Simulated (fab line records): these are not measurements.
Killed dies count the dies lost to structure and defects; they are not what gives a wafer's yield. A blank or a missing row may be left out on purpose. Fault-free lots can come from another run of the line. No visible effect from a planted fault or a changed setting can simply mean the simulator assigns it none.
fab line records	flow n5_finfet
record: lots: 6	wafers: 18	last_day: 17
route steps=1938 shown BEOL_M14@1758 PASSIVATION@1936
lots untouched by any fault: they come from a run of this same line in which no faults occurred
start_h: the number of hours between the record's first day and the start of the first shown wafer of the lot	wait_h: time in hours since the lot's previous step	" unchanged from the row above	L1.1+2: several wafers, shown together as one row	- no value, or no start given	* or withheld: withheld	< > ~ a bound
route shown NAME@n: a module of which the file shows steps, and the number in the route of the first	usual: mean/standard deviation of fault-free wafers	same: alike in all rows	chamber/n: place in a boat	sites: the reading at each site	_std_site: the values' standard deviation	_edge_site: mean of outer sites minus mean of inner sites	radius_mm: for every site, how far away it sits from the centre of the wafer	mask NAME#n: copy n	behind: the tool/chamber that last shaped the wafer	hold: the reason the lot was held/the length of the hold in hours/how it ended	device: the transistor (n, p or np) that didn't switch	end of line: at the end of the route, the tests of the same wafers	a step with no rows: only its recipe	killed: the dies lost at the first sort to structure and to defects; this is not the yield of the wafer	map: the dies of a wafer, with x for killed, . for not killed, _ for no die there
set.NAME: the setting as run; set.NAME@STEP: as run at that earlier step	model.NAME: the simulator's own value behind a step, which no gauge read
lots at selected steps of the route; one table per step, one row per wafer
services: when a tool's chamber went out of use (start_h, in hours from the record's first day, below 0 if earlier), for how many hours, and the reason
== steps ==
step: N5_BEOL_M14_PRECLEAN_39
recipe: chemistry: residue_remover	time_s: 60	temp_c: 40
step: N5_BEOL_M14_SRD_40
recipe: time_s: 30	temp_c: 23	rinse_liquid: diw	dry: n2_spin	spin_rpm: 1500	dry_time_s: 30
step: N5_BEOL_M14_DEGAS_41
recipe: ambient: vacuum	temp_c: 300	time_s: 60
step: N5_BEOL_M14_PRE_CLEAN_42
recipe: gas: H2/He	time_s: 30	temp_c: 300
usual: heater_power_w: 463/40
lot.wafer	tool	chamber	start_h	wait_h	heater_power_w
L414.4	pvd_sputter-03	-	244.48	0.0	442
L414.5	"	-	"	"	397
L414.6	"	-	"	"	452
L423.1	pvd_sputter-03	-	304.33	0.0	431
L423.4	"	-	"	"	488
L423.5	"	-	"	"	390
L429.4	pvd_sputter-03	-	362.13	0.0	396
L429.5	"	-	"	"	482
L429.6	"	-	"	"	443
L432.3	pvd_sputter-02	-	363.13	0.0	469
L432.5	"	-	"	"	483
L432.6	"	-	"	"	480
L433.1	pvd_sputter-03	-	372.76	0.0	381
L433.2	"	-	"	"	473
L433.4	"	-	"	"	443
L436.1	pvd_sputter-03	-	380.10	0.0	477
L436.2	"	-	"	"	433
L436.3	"	-	"	"	499
step: N5_BEOL_M14_SPUTTER_43
recipe: material: TaN	target_thk_a: 150	temp_c: 50	bias_v: 168.6	power_w: 15000	chamber_pressure_pa: 0.12	time_s: 24.19
usual: throttle_valve_pct: 29.7/1.2
lot.wafer	tool	chamber	start_h	wait_h	throttle_valve_pct
L414.4	pvd_sputter-03	-	244.52	0.0	28.7
L414.5	"	-	"	"	28.5
L414.6	"	-	"	"	28.7
L423.1	pvd_sputter-03	-	304.37	0.0	29.0
L423.4	"	-	"	"	30.9
L423.5	"	-	"	"	28.7
L429.4	pvd_sputter-03	-	362.17	0.0	28.4
L429.5	"	-	"	"	28.4
L429.6	"	-	"	"	28.7
L432.3	pvd_sputter-02	-	363.17	0.0	30.6
L432.5	"	-	"	"	31.0
L432.6	"	-	"	"	30.6
L433.1	pvd_sputter-03	-	372.80	0.0	28.4
L433.2	"	-	"	"	28.5
L433.4	"	-	"	"	28.3
L436.1	pvd_sputter-03	-	380.14	0.0	28.4
L436.2	"	-	"	"	28.8
L436.3	"	-	"	"	30.8
step: N5_BEOL_M14_SPUTTER_44
recipe: material: Ta	target_thk_a: 150	temp_c: 50	bias_v: 80	power_w: 15000	chamber_pressure_pa: 0.07	time_s: 24.19
usual: throttle_valve_pct: 29.7/1.2
lot.wafer	tool	chamber	start_h	wait_h	throttle_valve_pct
L414.4	pvd_sputter-03	-	244.60	0.0	28.4
L414.5	"	-	"	"	28.5
L414.6	"	-	"	"	28.7
L423.1	pvd_sputter-03	-	304.45	0.0	28.9
L423.4	"	-	"	"	30.8
L423.5	"	-	"	"	28.6
L429.4	pvd_sputter-03	-	362.25	0.0	28.3
L429.5	"	-	"	"	28.4
L429.6	"	-	"	"	28.5
L432.3	pvd_sputter-02	-	363.25	0.0	30.7
L432.5	"	-	"	"	31.1
L432.6	"	-	"	"	31.0
L433.1	pvd_sputter-03	-	372.88	0.0	28.8
L433.2	"	-	"	"	28.4
L433.4	"	-	"	"	28.4
L436.1	pvd_sputter-03	-	380.22	0.0	28.7
L436.2	"	-	"	"	28.8
L436.3	"	-	"	"	30.9
step: N5_BEOL_M14_SPUTTER_45
recipe: material: Cu	target_thk_a: 1000	temp_c: -20	bias_v: 60	power_w: 26000	chamber_pressure_pa: 0.13	time_s: 16.67
usual: chuck_gas_flow_sccm: 1.25/0.05	throttle_valve_pct: 29.7/1.2
lot.wafer	tool	chamber	start_h	wait_h	chuck_gas_flow_sccm	throttle_valve_pct
L414.4	pvd_sputter-03	-	244.68	0.0	1.13	28.8
L414.5	"	-	"	"	1.28	28.2
L414.6	"	-	"	"	1.22	29.0
L423.1	pvd_sputter-03	-	304.53	0.0	1.30	28.7
L423.4	"	-	"	"	1.29	30.6
L423.5	"	-	"	"	1.19	28.6
L429.4	pvd_sputter-03	-	362.33	0.0	1.28	28.4
L429.5	"	-	"	"	1.25	28.3
L429.6	"	-	"	"	1.25	28.4
L432.3	pvd_sputter-02	-	363.33	0.0	1.31	30.9
L432.5	"	-	"	"	1.23	30.6
L432.6	"	-	"	"	1.19	30.9
L433.1	pvd_sputter-03	-	372.96	0.0	1.25	28.4
L433.2	"	-	"	"	1.18	28.5
L433.4	"	-	"	"	1.28	28.6
L436.1	pvd_sputter-03	-	380.30	0.0	1.28	28.3
L436.2	"	-	"	"	1.23	28.8
L436.3	"	-	"	"	1.12	30.5
step: N5_BEOL_M14_ECD_47
recipe: material: Cu	target_thk_a: 12480
step: N5_BEOL_M14_ANNEAL_48
recipe: temp_c: 225	time_s: 90	ambient: N2
step: N5_BEOL_M14_CMP_49
recipe: stop_on: SiO2	t_overpolish_s: 5.2	down_force_psi: 2	platen_rpm: 80	clearing_platen_down_force_psi: 2	clearing_platen_rpm: 80	post_cmp_clean: cu_alkaline	target_thk_nm: 560	clearing_platen_pad_velocity_m_s: 1.5917	pad_velocity_m_s: 1.5917
usual: barrier_field_endpoint_s: 11.35/0.29	motor_current_A: 8.1/0.88	overpolish_run_s: 5.201/0.0092	platen_rpm: 80.00/0.052	time_to_endpoint_s: 121/4.9
lot.wafer	tool	chamber	start_h	wait_h	barrier_field_endpoint_s	motor_current_A	overpolish_run_s	platen_rpm	time_to_endpoint_s
L414.4	cmp-04	0	245.40	0.2	11.05	7.5	5.202	80.02	119
L414.5	"	1	"	"	11.02	6.1	5.194	80.03	115
L414.6	"	2	"	"	11.52	7.8	5.209	80.01	122
L423.4	cmp-04	3	305.13	0.1	11.83	7.9	5.197	79.95	130
L423.1	"	0	"	"	11.26	7.5	5.184	80.04	122
L423.5	"	3	"	"	11.45	7.9	5.209	80.09	125
L429.4	cmp-03	3	363.34	0.2	11.17	7.4	5.194	79.99	117
L429.5	"	1	"	"	11.77	7.8	5.200	80.09	125
L429.6	"	2	"	"	11.47	8.0	5.207	80.03	117
L432.3	cmp-04	1	364.95	0.3	11.48	6.5	5.199	80.11	125
L432.6	"	2	"	"	11.43	7.7	5.202	79.91	124
L432.5	"	3	"	"	11.77	8.3	5.195	79.98	131
L433.2	cmp-01	1	374.10	0.2	10.94	9.1	5.206	79.98	114
L433.4	"	2	"	"	11.39	8.1	5.214	80.00	115
L433.1	"	3	"	"	11.34	7.6	5.212	80.02	122
L436.3	cmp-01	3	380.91	0.2	11.88	7.8	5.196	80.05	125
L436.1	"	0	"	"	11.44	9.2	5.191	80.00	117
L436.2	"	2	"	"	11.57	8.0	5.207	80.00	122
step: N5_BEOL_M14_THK_MEAS_50
recipe: thk_meas_gauge: xrf	reads: Cu_of_BEOL_M14_ECD_47
usual: M14_THK: 557/9.8
lot.wafer	tool	chamber	start_h	wait_h	M14_THK[nm]
L414.4	film_metro-01	-	245.58	-	561
L414.5	"	-	"	"	561
L414.6	"	-	"	"	558
L423.1	film_metro-02	-	305.42	-	554
L423.4	"	-	"	"	545
L423.5	"	-	"	"	570
L429.4	film_metro-02	-	363.57	-	551
L429.5	"	-	"	"	567
L429.6	"	-	"	"	556
L432.3	film_metro-02	-	365.13	-	546
L432.5	"	-	"	"	545
L432.6	"	-	"	"	569
L433.1	film_metro-01	-	374.39	-	563
L433.2	"	-	"	"	579
L433.4	"	-	"	"	579
L436.1	film_metro-02	-	381.20	-	551
L436.2	"	-	"	"	548
L436.3	"	-	"	"	542
step: N5_BEOL_M14_PRE_CLEAN_52
recipe: gas: NH3	time_s: 15	temp_c: withheld	rf_power_w: 300
step: N5_BEOL_M14_DEP_53
recipe: material: SiCN	target_thk_a: 500	temp_c: withheld	precursor: 3MS/NH3	pressure_torr: 3	rf_w: 675	time_s: 17.8
usual: showerhead_plenum_p_Torr: 4.170/0.024	throttle_valve_pct: 18.2/0.96
lot.wafer	tool	chamber	start_h	wait_h	showerhead_plenum_p_Torr	throttle_valve_pct	model.SiCN_of_BEOL_M14_DEP_53.thk_nm
L414.4	pecvd-04	0	245.66	0.0	4.141	19.0	50.6
L414.5	"	1	"	"	4.202	17.6	50.8
L414.6	"	2	"	"	4.145	16.9	50.6
L423.1	pecvd-02	0	305.49	0.0	4.182	17.9	50.4
L423.4	"	0	"	"	4.183	17.9	50.6
L423.5	"	2	"	"	4.162	18.0	50.6
L429.4	pecvd-04	0	363.65	0.0	4.142	19.1	49.6
L429.5	"	1	"	"	4.198	17.5	50.2
L429.6	"	2	"	"	4.162	17.2	47
L432.3	pecvd-04	0	365.19	0.0	4.143	19.3	49.8
L432.5	"	2	"	"	4.151	17.2	50.8
L432.6	"	0	"	"	4.132	19.3	46.6
L433.1	pecvd-02	2	374.46	0.0	4.153	17.9	49.4
L433.2	"	1	"	"	4.173	19.2	49.4
L433.4	"	2	"	"	4.157	18.1	50.4
L436.1	pecvd-03	2	381.27	0.0	4.158	17.1	50.4
L436.2	"	1	"	"	4.214	19.2	48.4
L436.3	"	0	"	"	4.194	19.2	48.6
step: N5_BEOL_M14_RS_MEAS_54
recipe: thk_meas_gauge: four-point-probe	reads: Cu_of_BEOL_M14_ECD_47+Ta_of_BEOL_M14_SPUTTER_44+TaN_of_BEOL_M14_SPUTTER_43
usual: M14_RS: 0.0334/0.00056
lot.wafer	tool	chamber	start_h	wait_h	M14_RS[ohm/sq]
L414.4	film_metro-02	-	245.71	0.0	0.0331
L414.5	"	-	"	"	0.0331
L414.6	"	-	"	"	0.0335
L423.1	film_metro-02	-	305.55	0.0	0.0335
L423.4	"	-	"	"	0.0339
L423.5	"	-	"	"	0.0326
L429.4	film_metro-02	-	363.70	0.0	0.0338
L429.5	"	-	"	"	0.0328
L429.6	"	-	"	"	0.0336
L432.3	film_metro-02	-	365.26	0.1	0.0339
L432.5	"	-	"	"	0.0338
L432.6	"	-	"	"	0.0324
L433.1	film_metro-01	-	374.52	0.0	0.0337
L433.2	"	-	"	"	0.0325
L433.4	"	-	"	"	0.0326
L436.1	film_metro-01	-	381.33	0.0	0.0337
L436.2	"	-	"	"	0.0340
L436.3	"	-	"	"	0.0342
step: N5_PASSIVATION_PROBE_49
usual: defect_limited_yield: 91.3/1.5	killed_at_M0_to_M3: 33/12	killed_at_M4_up: 13/5.2	killed_at_contacts: 13/6.7	killed_at_front_end: 40/11	killed_at_other: 4.1/2.7	killed_dies: 103/17	killed_open: 69/13	killed_short: 33/8.4	sort_bin_5_function: 5.1/1	sort_bin_6_memory: 3.2/0.62	sort_bin_8_speed: 0.00/0.014	sort_n_pass: 1077/17
same: gross_dies: 1180	killed_at_back_side: 0	sort_bin_4_leakage[%]: 0
lot.wafer	tool	chamber	start_h	wait_h	defect_limited_yield[%]	killed_at_M0_to_M3	killed_at_M4_up	killed_at_contacts	killed_at_front_end	killed_at_other	killed_dies	killed_open	killed_short	sort_bin_5_function[%]	sort_bin_6_memory[%]	sort_bin_8_speed[%]	sort_n_pass
L414.4	prober-01	-	270.72	0.2	91.0	32	20	16	35	3	106	77	27	4.2	4.5	0	1074
L414.5	prober-01	-	270.77	0.2	92.1	37	7	7	41	1	93	69	23	4.2	3.6	0	1087
L414.6	prober-01	-	270.82	0.3	93.4	19	22	6	26	5	78	51	25	3.7	2.9	0	1102
L432.3	prober-01	-	390.82	0.1	89.5	53	12	12	40	7	124	77	46	6.5	3.6	0	1056
L432.5	prober-01	-	390.92	0.2	92.0	24	7	10	47	6	94	71	23	4.5	3.3	0	1086
L432.6	prober-01	-	390.97	0.3	90.8	31	13	10	53	2	109	80	29	5.2	3.6	0	1071
L433.1	prober-01	-	395.00	0.0	90.8	27	8	13	55	5	108	62	44	5.7	2.6	0	1072
L433.2	prober-01	-	395.05	0.1	91.0	28	7	18	46	7	106	61	40	4.6	3.6	0	1074
L433.4	prober-01	-	395.15	0.2	89.7	34	16	22	48	2	122	88	32	6.2	3.6	0	1058
L436.1	prober-02	-	402.79	0.0	91.3	30	24	4	40	5	103	70	31	4.5	4.0	0	1077
L436.2	prober-02	-	402.84	0.1	92.2	22	19	2	46	3	92	52	40	4.9	2.6	0	1088
L436.3	prober-02	-	402.89	0.1	91.6	38	9	5	42	5	99	64	32	4.8	3.1	0	1081
killed by level:class
L414.4 BEOL_M4:geometric_particle:open=13 MOL_CONTACT_COAG:geometric_particle:open=12 BEOL_M0_SAQP:geometric_particle:open=11 FIN_SAQP:geometric_particle:open=10 BEOL_M0_SAQP:geometric_particle:short=9 FIN_SAQP:geometric_particle:short=5 STI_FIN_REVEAL:geometric_particle:open=5 BEOL_M1:geometric_particle:open=5
L414.5 BEOL_M0_SAQP:geometric_particle:open=12 BEOL_M3:geometric_particle:open=12 FIN_SAQP:geometric_particle:open=9 FIN_SAQP:geometric_particle:short=7 MOL_CONTACT_COAG:geometric_particle:open=7 STI_FIN_REVEAL:geometric_particle:open=6 BEOL_M0_SAQP:geometric_particle:short=6 BEOL_M2:geometric_particle:open=4
L414.6 BEOL_M4:geometric_particle:open=12 FIN_SAQP:geometric_particle:open=7 FIN_SAQP:geometric_particle:short=7 MOL_CONTACT_COAG:geometric_particle:open=5 STARTING-WAFER:geometric_particle:open=5 BEOL_M0_SAQP:geometric_particle:short=4 BEOL_M2:geometric_particle:open=4 BEOL_M3:geometric_particle:open=3
L432.3 BEOL_M0_SAQP:geometric_particle:open=11 BEOL_M0_SAQP:geometric_particle:short=11 FIN_SAQP:geometric_particle:open=10 BEOL_M1:geometric_particle:open=10 MOL_CONTACT_COAG:geometric_particle:short=6 MOL_CONTACT_COAG:geometric_particle:open=6 BEOL_M2:geometric_particle:open=6 DUMMY_GATE:geometric_particle:open=4
L432.5 STI_FIN_REVEAL:geometric_particle:open=16 FIN_SAQP:geometric_particle:open=9 MOL_CONTACT_COAG:geometric_particle:open=8 BEOL_M3:geometric_particle:open=8 FIN_SAQP:geometric_particle:short=4 DUMMY_GATE:geometric_particle:open=4 GATE_CUT:geometric_particle:short=4 BEOL_M0_SAQP:geometric_particle:open=4
L432.6 STI_FIN_REVEAL:geometric_particle:open=14 FIN_SAQP:geometric_particle:open=11 MOL_CONTACT_COAG:geometric_particle:open=10 BEOL_M3:geometric_particle:open=7 DUMMY_GATE:geometric_particle:open=6 BEOL_M0_SAQP:geometric_particle:short=6 BEOL_M0:geometric_particle:open=5 FIN_SAQP:geometric_particle:short=4
L433.1 FIN_SAQP:geometric_particle:open=12 MOL_CONTACT_COAG:geometric_particle:open=12 FIN_SAQP:geometric_particle:short=11 GATE_CUT:geometric_particle:short=10 DUMMY_GATE:geometric_particle:open=8 BEOL_M0_SAQP:geometric_particle:short=6 BEOL_M0:geometric_particle:open=5 BEOL_M1:geometric_particle:open=5
L433.2 MOL_CONTACT_COAG:geometric_particle:open=12 FIN_SAQP:geometric_particle:open=6 STI_FIN_REVEAL:geometric_particle:open=6 DUMMY_GATE:geometric_particle:open=6 GATE_CUT:geometric_particle:short=5 MOL_CONTACT_COAG:geometric_particle:short=5 BEOL_M1:geometric_particle:short=5 BEOL_M3:geometric_particle:open=5
L433.4 MOL_CONTACT_COAG:geometric_particle:open=19 BEOL_M2:geometric_particle:open=11 ILD0:geometric_particle:open=7 BEOL_M1:geometric_particle:open=7 FIN_SAQP:geometric_particle:short=6 DUMMY_GATE:geometric_particle:open=6 ILD0:geometric_particle:short=6 BEOL_M4:geometric_particle:open=5
L436.1 BEOL_M1:geometric_particle:open=12 DUMMY_GATE:geometric_particle:open=10 BEOL_M5:geometric_particle:open=9 FIN_SAQP:geometric_particle:short=8 BEOL_M4:geometric_particle:open=6 STI_FIN_REVEAL:geometric_particle:open=5 BEOL_M0_SAQP:geometric_particle:open=5 BEOL_M3:geometric_particle:open=5
L436.2 DUMMY_GATE:geometric_particle:open=10 FIN_SAQP:geometric_particle:short=8 BEOL_M5:geometric_particle:open=7 GATE_CUT:geometric_particle:short=6 GATE_CUT:geometric_particle:open=6 STARTING-WAFER:geometric_particle:short=5 BEOL_M0_SAQP:geometric_particle:open=4 BEOL_M3:geometric_particle:open=4
L436.3 BEOL_M1:geometric_particle:open=12 BEOL_M3:geometric_particle:open=7 STI_FIN_REVEAL:geometric_particle:open=7 STARTING-WAFER:geometric_particle:short=7 FIN_SAQP:geometric_particle:open=6 BEOL_M0_SAQP:geometric_particle:short=5 BEOL_M0_SAQP:geometric_particle:open=5 STARTING-WAFER:geometric_particle:open=5
== services ==
tool	chamber	start_h	hours	kind
pecvd-03	0	222.11	2.1	scheduled_down
cmp-01	-	236.34	4.0	pm
cmp-03	-	237.81	4.0	pm
pecvd-04	1	239.86	2.1	scheduled_down
cmp-01	-	240.34	-	consumable_replace:conditioner
cmp-01	-	240.34	-	consumable_replace:pad
cmp-03	-	241.81	-	consumable_replace:conditioner
cmp-03	-	241.81	-	consumable_replace:pad
pecvd-02	2	249.49	2.1	scheduled_down
pecvd-04	0	258.81	5.5	scheduled_down
cmp-03	-	265.33	1.6	repair
pecvd-03	0	275.91	7.4	repair
pecvd-04	-	278.25	1.6	repair
pvd_sputter-03	-	279.46	4.2	repair
pecvd-03	0	294.35	16.5	scheduled_down
pecvd-03	1	301.75	6.2	repair
cmp-03	-	306.77	5.1	pm
pecvd-02	-	308.21	5.5	pm
cmp-01	-	313.93	4.5	pm
pecvd-03	2	359.71	16.5	scheduled_down
pecvd-03	-	372.48	4.3	pm
pecvd-02	-	375.70	1.7	repair
== key ==
first_sign none at tools or gauges
model_effect: step: N5_BEOL_M14_DEP_53	value: SiCN_of_BEOL_M14_DEP_53.thk_nm	without: 50	struck: 46.8
met_at N5_BEOL_M14_DEP_53
struck_wafers L429.6,L432.6
onset_between 245.66 363.65
fault: kind: process_parameter_drift	tool: pecvd-04	chamber: -	onset_h: 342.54	steps: N5_BEOL_M14_DEP_53	channel: time_s	offset: *	shape: step	end_h: 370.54	scope: struck_wafers_only	acts_in: *	stated: *
